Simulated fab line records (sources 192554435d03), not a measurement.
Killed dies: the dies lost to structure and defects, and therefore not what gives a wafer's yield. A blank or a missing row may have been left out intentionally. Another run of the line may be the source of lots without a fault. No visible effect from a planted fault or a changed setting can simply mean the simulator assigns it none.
Chamber matching -- flow n5 finfet -- N5_FIN_SAQP_ETCH_65 on rie si-04: 4 sister chambers
The step etches SiO2 in CF4, target depth 4 nm, time 4.4 s. 8 wafers are shown with their chamber, then 8 later ones without.

== WAFERS PAIRED WITH THEIR CHAMBERS ==
wafer,chamber,throttle valve pct (%),drypump motor current A (A)
L075.4,0,21.92,6.1
L084.2,0,21.94,6.0
L093.2,1,21.71,5.6
L093.5,2,21.89,5.7
L094.1,1,21.71,5.6
L094.2,2,21.87,5.7
L094.4,3,21.61,5.5
L095.1,3,21.61,5.5

== WAFERS WHOSE CHAMBER IS MISSING ==
wafer,throttle valve pct (%),drypump motor current A (A)
L095.3,21.89,5.7
L095.6,21.94,6.1
L096.2,21.89,5.7
L096.5,21.95,6.1
L096.6,21.61,5.5
L097.1,21.94,6.1
L097.4,21.86,5.7
L097.6,21.72,5.6

== WHICH CHAMBER EACH ONE RAN IN ==
wafer,from the rows above,in truth
L095.3,2,2
L095.6,0,0
L096.2,2,2
L096.5,0,0
L096.6,3,3
L097.1,0,0
L097.4,2,2
L097.6,1,1
Correct placement for 8 of the 8. Left unplaced by these rows: 0. Wrongly placed: 0.
How it was worked out, from the rows above alone: a wafer's distance from a chamber is the root of the sum, over the readings, of the square of ((its reading less the chamber's mean) divided by the reading's scatter). If the next closest chamber is less than 2 further off than the closest, the wafer can't be placed; otherwise it belongs to the closest. The mean given for a chamber averages the wafers shown for that chamber. The scatter: take each reading less its chamber's mean, square it, sum over the shown wafers, divide by the number of wafers less the number of chambers, and take the root.
